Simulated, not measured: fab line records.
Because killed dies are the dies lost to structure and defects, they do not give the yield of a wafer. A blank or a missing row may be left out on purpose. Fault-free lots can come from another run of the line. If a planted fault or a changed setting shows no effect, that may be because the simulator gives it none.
3 desks, one fault || flow n5 finfet || each desk has only its own numbers; what lay behind them comes last

FROM THE METROLOGY DESK
What the gauges read for every lot (on any tool): the sampled wafers with a number, averaged. Any lot whose mean is over 4 standard deviations away from the usual mean is out of limits and marked OUT; that distance is given in the brackets. Readings shown: 7 out of 16 (the first out of limits, and those lying furthest out on some lot).
Columns: A = thk nm at N5_SD_EPI_N_EPI_MEAS_23, usual 59.3 nm; B = RS_SD_N at N5_SD_ACTIVATION_RS_MEAS_03, usual 21.9 ohm/sq; C = DIBL_N at N5_BEOL_M4_RC_MEAS_101, usual 36.5 mV/V; D = DIBL_P at N5_BEOL_M4_RC_MEAS_101, usual 36.9 mV/V; E = IOFF_N at N5_BEOL_M4_RC_MEAS_101, usual 0.17 nA/um; F = REXT_N at N5_BEOL_M4_RC_MEAS_101, usual 75.4 ohm.um; G = RS_SD_N at N5_BEOL_M4_RC_MEAS_101, usual 28.3 ohm/sq
{"lot": "L536", "first seen here": "day 3 05:00", "A": 59.8, "B": 22.2, "C": 33.9, "D": 33.9, "E": 0.11, "F": 77.9, "G": 28.8}
{"lot": "L541", "first seen here": "day 4 07:35", "A": 59.3, "B": 22.0, "C": 35.8, "D": 37.0, "E": 0.17, "F": 75.4, "G": 28.7}
{"lot": "L542", "first seen here": "day 4 12:28", "A": 59.2, "B": 22.1, "C": 35.9, "D": 37.1, "E": 0.17, "F": 76.1, "G": 28.6}
{"lot": "L545", "first seen here": "day 5 08:19", "A": 60.8, "B": 21.3, "C": 40.2, "D": 40.1, "E": 0.24, "F": 72.5, "G": 27.4}
{"lot": "L546", "first seen here": "day 5 14:49", "A": "50.4 (-7.4) OUT", "B": "26.1 (+13) OUT", "C": 37.1, "D": 38.9, "E": 0.18, "F": "83.9 (+4.0) OUT", "G": "33.8 (+12) OUT"}
{"lot": "L547", "first seen here": "day 5 23:26", "A": "51.2 (-6.7) OUT", "B": "25.4 (+11) OUT", "C": 36.6, "D": 35.3, "E": 0.14, "F": 82.6, "G": "32.8 (+9.9) OUT"}
{"lot": "L548", "first seen here": "day 6 05:03", "A": 60.8, "B": 21.4, "C": 35.3, "D": 36.4, "E": 0.17, "F": 74.8, "G": 27.6}
{"lot": "L551", "first seen here": "day 6 19:42", "A": 58.9, "B": 22.0, "C": 37.9, "D": 39.3, "E": 0.19, "F": 73.9, "G": 28.5}
{"lot": "L557", "first seen here": "day 8 08:30", "A": 58.0, "B": 21.9, "C": 37.0, "D": 35.8, "E": 0.14, "F": 76.4, "G": 28.1}
{"lot": "L559", "first seen here": "day 8 19:09", "A": 58.4, "B": 22.4, "C": 41.2, "D": 43.5, "E": 0.26, "F": 78.5, "G": 29.2}
This desk finds L546, L547 out of limits, L546 being first, at day 5 19:01 (thk nm at N5_SD_EPI_N_EPI_MEAS_23). L536, L541, L542, L545, L548, L551, L557, L559: within limits.

AT THE TOOL OWNER'S DESK: epi rpcvd-01
The tool's own readings at N5_SD_EPI_N_EPI_21 (deposits Si:P, time 690 s): means of the sampled wafers that have a number, for each lot that ran on this tool. Any lot whose mean is over 4 standard deviations away from the usual mean is out of limits and marked OUT; that distance is given in the brackets.
Columns: A = susceptor_temp_C_max at N5_SD_EPI_N_EPI_21, usual 681.1
{"lot": "L542", "first seen here": "day 4 14:45", "A": 681.2}
{"lot": "L545", "first seen here": "day 5 10:59", "A": 681.5}
{"lot": "L546", "first seen here": "day 5 16:44", "A": 681.3}
{"lot": "L547", "first seen here": "day 6 01:21", "A": 681.3}
This desk's finding: nothing out of limits on any of the 4 lots.

THE DEFECT DESK
What the inspections along the route counted, lot by lot: means of the sampled wafers that have a number. Any lot whose mean is over 4 standard deviations away from the usual mean is out of limits and marked OUT; that distance is given in the brackets.
Columns: A = raw defect count at N5_DUMMY_GATE_INSPECT_27, usual 301; B = raw defect count at N5_SD_EPI_N_INSPECT_26, usual 208
{"lot": "L536", "first seen here": "day 3 03:58", "A": 266, "B": 164}
{"lot": "L541", "first seen here": "day 4 06:26", "A": 259, "B": 255}
{"lot": "L542", "first seen here": "day 4 11:26", "A": 256, "B": 198}
{"lot": "L545", "first seen here": "day 5 07:17", "A": 383, "B": 284}
{"lot": "L546", "first seen here": "day 5 13:55", "A": 316, "B": 191}
{"lot": "L547", "first seen here": "day 5 22:24", "A": 298, "B": 215}
{"lot": "L548", "first seen here": "day 6 03:58", "A": 254, "B": 160}
{"lot": "L551", "first seen here": "day 6 18:39", "A": 338, "B": 199}
{"lot": "L557", "first seen here": "day 8 07:28", "A": 248, "B": 201}
{"lot": "L559", "first seen here": "day 8 17:37", "A": 321, "B": 230}
This desk's finding: nothing out of limits on any of the 10 lots.

BROUGHT TOGETHER
L546, L547 would have let the metrology desk raise an alarm at day 5 19:01.
The desk of the tool owner found nothing out of limits.
Nothing the defect desk looked at was out of limits.
On record at the tool owner's desk: L546, L547, within its limits.
The defect desk has L546, L547 on record, within its limits.
Every lot named ran N5_SD_EPI_N_EPI_21 on epi rpcvd-01.

WHAT HAD BEEN PUT IN BY THE SIMULATOR
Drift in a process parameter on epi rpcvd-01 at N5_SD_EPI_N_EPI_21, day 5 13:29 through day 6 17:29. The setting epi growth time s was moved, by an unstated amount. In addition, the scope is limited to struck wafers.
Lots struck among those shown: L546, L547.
Delay in hours, fault start to first out-of-limits reading, per desk: metrology desk 6.
